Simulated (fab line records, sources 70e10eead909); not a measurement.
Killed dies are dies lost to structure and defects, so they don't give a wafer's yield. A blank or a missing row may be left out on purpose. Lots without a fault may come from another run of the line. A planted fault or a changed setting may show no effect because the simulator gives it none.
fab line records | flow nand_harc
record lots=12 wafers=36 last_day=33
route steps=1302 shown A_CONTACT@998 END@1302
lots that met no fault: from a run of the same line without faults
start_h: hours from the record's first day to the start of the lot's first wafer shown | wait_h: hours since the lot's step before | " the same as in the row above | L1.1+2: a row that stands for several wafers | - no value, or no start given | * or withheld: withheld | < > ~ a bound
route shown NAME@n: a module of which the file shows steps, and the number in the route of the first | usual: mean/standard deviation of fault-free wafers | same: alike in all rows | chamber/n: place in a boat | sites: the reading at each site | _std_site: their standard deviation | _edge_site: outer sites' mean less inner sites' | radius_mm: how far each site lies from the wafer's centre | mask NAME#n: copy n | behind: the tool/chamber that last shaped the wafer | hold: why the lot was held/for how many hours/how that ended | device: the transistor (n, p or np) that didn't switch | end of line: the same wafers' tests at the end of the route | a step without rows: its recipe alone | killed: dies lost to structure and defects at the first sort, not the wafer's yield | map: a wafer's dies, x killed, . not, _ none there
set.NAME: the setting as run; set.NAME@STEP: as run at that earlier step | model.NAME: the simulator's own value behind a step, which no gauge read
steps of the route over a sample of lots; a table a step, a row a wafer
services: from which hour (start_h, from the record's first day; less than 0 if before it) a tool's chamber was out of use, for how many hours, and why
## steps
# step NHARC_A_CONTACT_OVL_MEAS_43
# usual overlay_x_nm=0.1/0.9 overlay_y_nm=0.1/0.95
# columns lot.wafer tool chamber start_h wait_h overlay_x_nm overlay_y_nm
L190.3 overlay-01 - 481.78 - -0.1 1.5
L190.5 " - " " 0.1 2.1
L190.6 " - " " -0.7 1.2
L193.2 overlay-01 - 509.97 - 0.5 -0.4
L193.4 " - " " 0.6 0.1
L193.6 " - " " 0.0 -0.2
L194.2 overlay-02 - 512.37 - 1.1 0.4
L194.4 " - " " 1.5 -0.1
L194.6 " - " " 0.8 -0.4
L199.1 overlay-02 - 589.80 - -0.1 -0.1
L199.2 " - " " 0.4 0.2
L199.4 " - " " 0.4 0.2
L201.1 overlay-01 - 593.54 - 1.2 -0.4
L201.3 " - " " 1.2 -0.2
L201.6 " - " " 0.9 -0.8
L203.1 overlay-01 - 601.55 - -0.6 0.9
L203.3 " - " " -0.2 1.2
L203.4 " - " " -0.6 0.6
L202.1 overlay-02 - 602.69 - -0.9 -2.1
L202.5 " - " " -1.3 -1.6
L202.6 " - " " -0.5 -1.7
L207.1 overlay-02 - 649.21 - 0.0 -0.8
L207.2 " - " " -0.2 -0.7
L207.3 " - " " -1.0 -1.3
L208.2 overlay-02 - 683.88 - 1.0 0.3
L208.4 " - " " 0.6 -0.4
L208.6 " - " " 0.3 0.4
L211.2 overlay-02 - 697.96 - 0.3 0.4
L211.3 " - " " 0.2 0.2
L211.6 " - " " 0.5 0.2
L212.1 overlay-02 - 702.39 - -1.5 0.4
L212.2 " - " " -1.7 0.0
L212.4 " - " " -1.0 -0.1
L213.4 overlay-01 - 713.94 - -0.1 1.0
L213.5 " - " " -0.2 1.7
L213.6 " - " " -0.4 1.3
# step NHARC_A_CONTACT_ETCH_50
# recipe target_depth_a=1210 time_s=60.5 cf4_flow_sccm=100 chf3_flow_sccm=30 ar_flow_sccm=0 rf_w=500 bias_w=200 chemistry=CF4/CHF3
# usual bias_w=200.0/0.58 cf4_flow_sccm=100.01/0.27 drypump_motor_current_A=5.93/0.27 oes_product_au=0.949/0.021 rf_vpp_V=369.7/1.8 showerhead_plenum_p_Torr=1.54/0.047 throttle_valve_pct=16.801/0.0097
# columns lot.wafer tool chamber start_h wait_h bias_w cf4_flow_sccm drypump_motor_current_A oes_product_au rf_hours_counter_h rf_vpp_V showerhead_plenum_p_Torr throttle_valve_pct
L190.3 rie_diel-12 3 - - 200.2 99.97 5.58 0.950 8 368.4 1.49 16.801
L190.6 " 2 " " 200.1 100.35 5.81 0.942 - 370.4 1.57 16.794
L190.5 " 3 " " 200.5 100.50 5.58 0.940 - 368.5 1.49 16.815
L193.2 rie_diel-12 3 - - 199.7 100.01 5.59 0.896 16 366.8 1.49 16.814
L193.4 " 0 " " 199.7 99.94 5.82 0.934 17 368.4 1.51 16.802
L193.6 " 3 " " 199.3 99.95 5.58 0.899 - 368.7 1.49 16.807
L194.4 rie_diel-08 2 - - 199.9 99.39 6.33 0.966 26 372.6 1.60 16.811
L194.2 " 0 " " 200.9 99.35 6.04 0.966 20 371.5 1.58 16.802
L194.6 " 1 " " 199.0 100.17 6.04 1.005 - 371.3 1.58 16.819
L199.2 rie_diel-08 0 - - 200.5 100.13 6.02 0.967 5 370.7 1.58 16.792
L199.1 " 2 " " 200.1 100.12 6.34 0.955 7 370.7 1.60 16.816
L199.4 " 3 " " 199.9 100.44 5.60 0.976 6 367.3 1.48 16.799
L201.1 rie_diel-08 3 - - 200.5 99.77 5.65 0.965 8 366.9 1.47 16.792
L201.3 " 2 " " 200.1 100.22 6.33 0.952 8 371.7 1.60 16.806
L201.6 " 0 " " 198.5 99.94 6.06 0.984 - 371.9 1.58 16.797
L203.1 rie_diel-08 1 - - 200.4 99.96 6.05 0.976 9 369.1 1.57 16.807
L203.4 " 2 " " 200.7 100.24 6.32 0.944 10 370.5 1.60 16.815
L203.3 " 3 " " 200.8 100.04 5.60 0.951 9 367.6 1.47 16.794
L202.1 rie_diel-05 2 - - 199.7 100.29 6.08 0.945 3 370.0 1.54 16.794
L202.6 " 0 " " 199.6 99.62 5.39 0.962 - 367.8 1.52 16.803
L202.5 " 1 " " 200.4 100.34 6.07 0.950 - 366.4 1.47 16.795
L207.1 rie_diel-08 0 - - 199.7 99.81 6.04 0.944 18 370.9 1.58 16.798
L207.3 " 1 " " 198.5 99.88 6.05 0.937 19 369.8 1.57 16.809
L207.2 " 2 " " 199.7 99.96 6.32 0.922 22 371.4 1.59 16.779
L208.2 rie_diel-12 0 - - 199.7 99.78 5.86 0.946 12 367.5 1.50 16.803
L208.4 " 2 " " 200.6 99.57 5.80 0.959 16 371.3 1.55 16.806
L208.6 " 0 " " 199.7 100.15 5.82 0.949 - 368.0 1.50 16.808
L211.3 rie_diel-08 2 - - 200.3 100.11 6.34 0.967 27 372.2 1.59 16.792
L211.2 " 0 " " 200.5 100.60 6.05 0.952 27 370.3 1.58 16.796
L211.6 " 3 " " 199.1 99.45 5.63 0.967 - 366.9 1.47 16.810
L212.2 rie_diel-05 0 - - 199.9 99.36 5.41 0.918 41 369.4 1.51 16.806
L212.1 " 1 " " 200.4 99.93 6.05 0.913 41 366.7 1.46 16.817
L212.4 " 2 " " 200.2 99.92 6.06 0.937 37 371.2 1.53 16.825
L213.4 rie_diel-08 1 - - 201.1 100.00 6.06 0.919 30 370.2 1.57 16.799
L213.6 " 2 " " 198.3 100.11 6.33 0.919 - 371.4 1.59 16.807
L213.5 " 3 " " 199.7 99.63 5.63 0.924 - 366.3 1.47 16.786
# step NHARC_A_CONTACT_ETCH_114
# recipe source_w=withheld pressure_mtorr=20 bias_v=3000 time_s=190 target_depth_a=18500 ar_flow_sccm=withheld c4f8_flow_sccm=withheld o2_flow_sccm=withheld chemistry=C4F8/O2/Ar
# usual chamber_pressure_mTorr=20.001/0.018 oes_air_line_au=1.002/0.02
# columns lot.wafer tool chamber start_h wait_h chamber_pressure_mTorr oes_air_line_au rf_hours_counter_h
L190.3 har_cap_etch-02 0 484.31 0.1 19.964 1.007 -
L190.6 " 0 " " 20.031 1.006 -
L190.5 " 1 " " 19.988 0.990 -
L193.2 har_cap_etch-02 0 512.46 0.1 19.986 1.039 93
L193.4 " 1 " " 20.016 0.955 -
L193.6 " 1 " " 20.014 0.976 -
L194.2 har_cap_etch-03 0 514.86 0.1 19.989 1.011 44
L194.4 " 0 " " 19.967 0.987 -
L194.6 " 0 " " 19.964 1.010 -
L199.2 har_cap_etch-03 1 593.02 0.2 - - -
L199.1 " 0 " " - - -
L199.4 " 0 " " - - -
L201.1 har_cap_etch-01 0 596.02 0.1 - - -
L201.3 " 1 " " - - -
L201.6 " 1 " " - - -
L203.1 har_cap_etch-03 1 604.15 0.1 19.994 1.002 58
L203.3 " 0 " " 20.018 0.992 -
L203.4 " 1 " " 19.985 0.994 -
L202.1 har_cap_etch-01 0 605.33 0.2 20.012 0.981 15
L202.6 " 0 " " 20.028 1.033 -
L202.5 " 1 " " 20.022 1.005 -
L207.2 har_cap_etch-01 1 653.26 0.1 20.026 0.991 25
L207.1 " 0 " " 20.038 0.996 25
L207.3 " 0 " " 20.023 0.998 -
L208.2 har_cap_etch-03 1 686.56 0.2 19.999 0.984 71
L208.4 " 1 " " 20.021 0.982 -
L208.6 " 1 " " 19.987 0.956 -
L211.2 har_cap_etch-02 1 700.58 0.1 19.993 1.002 127
L211.3 " 1 " " 20.007 0.969 -
L211.6 " 1 " " 20.028 1.024 -
L212.2 har_cap_etch-01 1 704.87 0.1 20.014 0.983 34
L212.1 " 0 " " 20.038 1.037 34
L212.4 " 0 " " 20.006 0.999 -
L213.4 har_cap_etch-01 0 716.49 0.1 20.000 1.002 -
L213.5 " 1 " " 20.008 1.010 -
L213.6 " 0 " " 19.999 1.014 -
# step NHARC_A_CONTACT_ETCH_118
# recipe source_w=withheld pressure_mtorr=20 bias_v=3000 time_s=190 target_depth_a=18500 ar_flow_sccm=withheld c4f8_flow_sccm=withheld o2_flow_sccm=withheld chemistry=C4F8/O2/Ar
# usual chamber_pressure_mTorr=19.998/0.018 oes_air_line_au=0.999/0.019
# columns lot.wafer tool chamber start_h wait_h chamber_pressure_mTorr oes_air_line_au rf_hours_counter_h
L190.3 har_cap_etch-02 0 484.99 0.1 20.001 0.947 -
L190.6 " 0 " " 19.987 0.979 -
L190.5 " 1 " " 19.972 0.998 -
L193.2 har_cap_etch-02 0 513.14 0.1 20.015 1.004 94
L193.4 " 1 " " 19.990 0.952 -
L193.6 " 1 " " 19.994 0.991 -
L194.2 har_cap_etch-03 0 515.54 0.1 19.973 0.977 44
L194.4 " 0 " " 19.999 1.016 -
L194.6 " 0 " " 19.993 1.004 -
L199.2 har_cap_etch-03 1 593.94 0.2 19.970 1.007 56
L199.1 " 0 " " 20.001 1.021 56
L199.4 " 0 " " 20.003 1.033 -
L201.1 har_cap_etch-01 0 596.71 0.1 19.973 1.011 13
L201.3 " 1 " " 20.004 0.997 -
L201.6 " 1 " " 19.984 1.014 -
L203.1 har_cap_etch-03 1 604.83 0.1 20.001 1.026 58
L203.3 " 0 " " 19.990 1.008 -
L203.4 " 1 " " 20.009 1.008 -
L202.1 har_cap_etch-01 0 606.12 0.1 20.044 1.003 16
L202.6 " 0 " " 20.001 0.993 -
L202.5 " 1 " " 20.003 0.988 -
L207.2 har_cap_etch-01 1 653.94 0.1 20.017 1.000 26
L207.1 " 0 " " 20.003 1.018 26
L207.3 " 0 " " 19.969 1.002 -
L208.2 har_cap_etch-03 1 687.47 0.2 20.002 0.982 72
L208.4 " 1 " " 20.010 1.008 -
L208.6 " 1 " " 19.985 1.008 -
L211.2 har_cap_etch-02 1 701.44 0.2 20.002 1.029 127
L211.3 " 1 " " 19.984 1.018 -
L211.6 " 1 " " 20.048 0.973 -
L212.2 har_cap_etch-01 1 705.55 0.1 19.981 0.998 35
L212.1 " 0 " " 19.975 0.985 35
L212.4 " 0 " " 20.014 0.961 -
L213.4 har_cap_etch-01 0 717.18 0.1 19.984 0.974 -
L213.5 " 1 " " 19.974 0.999 -
L213.6 " 0 " " 19.994 0.961 -
# step NHARC_END_SORT_01
# recipe temp_c=25
# usual killed_at_array=52/19 killed_at_other=1.0/1.2 killed_at_periphery=4.1/2.8 killed_dies=57/19 killed_open=3.1/1.7 killed_short=2.5/1.5
# same gross_dies=677
# columns lot.wafer tool chamber start_h wait_h killed_at_array killed_at_other killed_at_periphery killed_dies killed_open killed_short
L199.1 prober-01 0 666.72 2.5 672 0 5 677 4 4
L199.2 prober-01 0 667.51 2.8 671 0 6 677 3 4
L199.4 prober-01 0 669.10 3.4 675 1 1 677 3 2
L201.1 prober-02 0 674.91 2.5 668 1 8 677 1 1
L201.3 prober-02 0 676.53 3.1 671 2 4 677 2 1
L201.6 prober-02 0 678.95 4.0 668 0 9 677 1 1
L203.1 prober-01 0 682.56 2.5 82 2 1 85 4 1
L203.3 prober-01 0 684.19 3.1 76 4 3 83 2 0
L203.4 prober-01 0 685.01 3.4 54 1 3 58 4 2
# killed by level:class
L199.1 A_CONTACT:area_etch=648 A_CHANNEL_HOLE_D1:chamber_film_flake=4 A_CONTACT:chamber_film_flake=4 A_CHANNEL_HOLE_D2:chamber_film_flake=3 A_WL_FILL:geometric_particle:short=2 A_BLC:geometric_particle:open=2 P_STI:chamber_film_flake=2 P_GATE:chamber_film_flake=2
L199.2 A_CONTACT:area_etch=642 A_CHANNEL_HOLE_D1:chamber_film_flake=12 A_CHANNEL_HOLE_D2:chamber_film_flake=4 A_CONTACT:chamber_film_flake=4 P_CONTACT:geometric_particle:open=2 P_CONTACT:geometric_particle:short=1 P_M1:geometric_particle:short=1 A_ONON_D1:geometric_particle:short=1
L199.4 A_CONTACT:area_etch=656 A_CHANNEL_HOLE_D1:chamber_film_flake=10 A_CONTACT:chamber_film_flake=3 P_M2:geometric_particle:open=1 A_SOURCE_PLATE:geometric_particle:open=1 A_CHANNEL_HOLE_D1:geometric_particle:short=1 A_CHANNEL_FILL_D2:geometric_particle:short=1 A_CHANNEL_FILL_D2:geometric_particle:open=1
L201.1 A_CONTACT:area_etch=613 A_SLIT:chamber_film_flake=16 A_CHANNEL_HOLE_D2:chamber_film_flake=13 A_CHANNEL_HOLE_D1:chamber_film_flake=10 A_CONTACT:chamber_film_flake=7 A_STAIRCASE:chamber_film_flake=6 P_CONTACT:chamber_film_flake=4 P_ZERO_WELL:chamber_film_flake=3
L201.3 A_CONTACT:area_etch=612 A_SLIT:chamber_film_flake=33 A_CHANNEL_HOLE_D1:chamber_film_flake=8 A_CHANNEL_HOLE_D2:chamber_film_flake=5 A_STAIRCASE:chamber_film_flake=5 A_CONTACT:chamber_film_flake=3 P_CONTACT:chamber_film_flake=2 A_CHANNEL_HOLE_D2:unspecified=2
L201.6 A_CONTACT:area_etch=628 A_SLIT:chamber_film_flake=13 A_CHANNEL_HOLE_D1:chamber_film_flake=11 P_CONTACT:chamber_film_flake=6 A_STAIRCASE:chamber_film_flake=6 A_CHANNEL_HOLE_D2:chamber_film_flake=4 A_CONTACT:chamber_film_flake=3 P_M0:geometric_particle:open=1
L203.1 A_SLIT:chamber_film_flake=43 A_CHANNEL_HOLE_D1:chamber_film_flake=25 A_CHANNEL_HOLE_D2:chamber_film_flake=5 HYBRID_BOND:chamber_film_flake=2 A_CONTACT:chamber_film_flake=2 A_ONON_D2:geometric_particle:open=1 A_ONON_D2:geometric_particle:short=1 A_STAIRCASE:geometric_particle:open=1
L203.3 A_CHANNEL_HOLE_D1:chamber_film_flake=32 A_SLIT:chamber_film_flake=24 A_CHANNEL_HOLE_D2:chamber_film_flake=12 A_CONTACT:chamber_film_flake=4 HYBRID_BOND:chamber_film_flake=2 THIN_TSV:chamber_film_flake=2 P_CONTACT:geometric_particle:open=1 A_CHANNEL_FILL_D2:geometric_particle:open=1
L203.4 A_CHANNEL_HOLE_D1:chamber_film_flake=22 A_SLIT:chamber_film_flake=11 A_CHANNEL_HOLE_D2:chamber_film_flake=10 A_DECK1_JOINT:chamber_film_flake=3 A_CONTACT:chamber_film_flake=3 P_GATE:chamber_film_flake=2 P_M0:geometric_particle:open=1 A_ONON_D1:geometric_particle:short=1
## services
# columns tool chamber start_h hours kind
rie_diel-08 0 475.13 - clean
rie_diel-08 1 475.13 - clean
rie_diel-08 2 475.13 - clean
har_cap_etch-03 - 477.98 0.5 repair
rie_diel-08 2 487.02 3.5 repair
rie_diel-05 0 488.97 8.7 repair
har_cap_etch-01 - 497.00 17.0 pm
har_cap_etch-01 0 497.00 17.0 vent_cycle
har_cap_etch-01 1 497.00 17.0 vent_cycle
har_cap_etch-01 0 514.00 - clean
har_cap_etch-01 1 514.00 - clean
rie_diel-08 - 544.86 9.0 pm
rie_diel-12 0 576.81 15.6 repair
rie_diel-08 0 578.58 4.5 repair
rie_diel-05 - 583.62 9.0 pm
rie_diel-12 - 598.60 0.9 repair
rie_diel-12 1 603.50 19.8 repair
rie_diel-12 - 625.01 9.0 pm
rie_diel-08 3 639.83 13.3 repair
rie_diel-05 3 643.44 9.1 repair
rie_diel-08 3 656.70 1.3 repair
rie_diel-12 1 678.30 1.5 repair
rie_diel-08 1 679.84 5.6 repair
rie_diel-08 2 682.15 12.8 repair
## key
first_sign step=NHARC_A_CONTACT_ETCH_114 reading=tool_record direction=missing
effect step=NHARC_END_SORT_01 reading=killed_dies direction=up sigmas=33 usual=57 struck=677
more_kills_born_at NHARC_A_CONTACT_ETCH_114@har_cap_etch-03=1946 NHARC_A_CONTACT_ETCH_114@har_cap_etch-01=1853
met_at NHARC_A_CONTACT_ETCH_114
struck_lots L199,L201
later_rows_left_out L199.1,L199.2,L199.4,L201.1,L201.3,L201.6
tester_left_out L199,L201
not_acting_at NHARC_A_CONTACT_OVL_MEAS_43,NHARC_A_CONTACT_ETCH_50,NHARC_A_CONTACT_ETCH_118
onset_between 514.86 593.02
fault kind=skipped_step_whole tool=har_cap_etch-01,har_cap_etch-03 chamber=- onset_h=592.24 steps=NHARC_A_CONTACT_ETCH_114 scope=struck_lots_only
# tester_left_out: of these lots the tester's yield and bins aren't shown, on N5 and GAA mostly nor the transistor test; their killed dies are dies lost to structure and defects alone, not to doping, threshold or leakage, so they don't give the yield
# later_rows_left_out: the simulator's readings of these wafers behind a module that went badly wrong aren't trusted and aren't shown, but for the sort
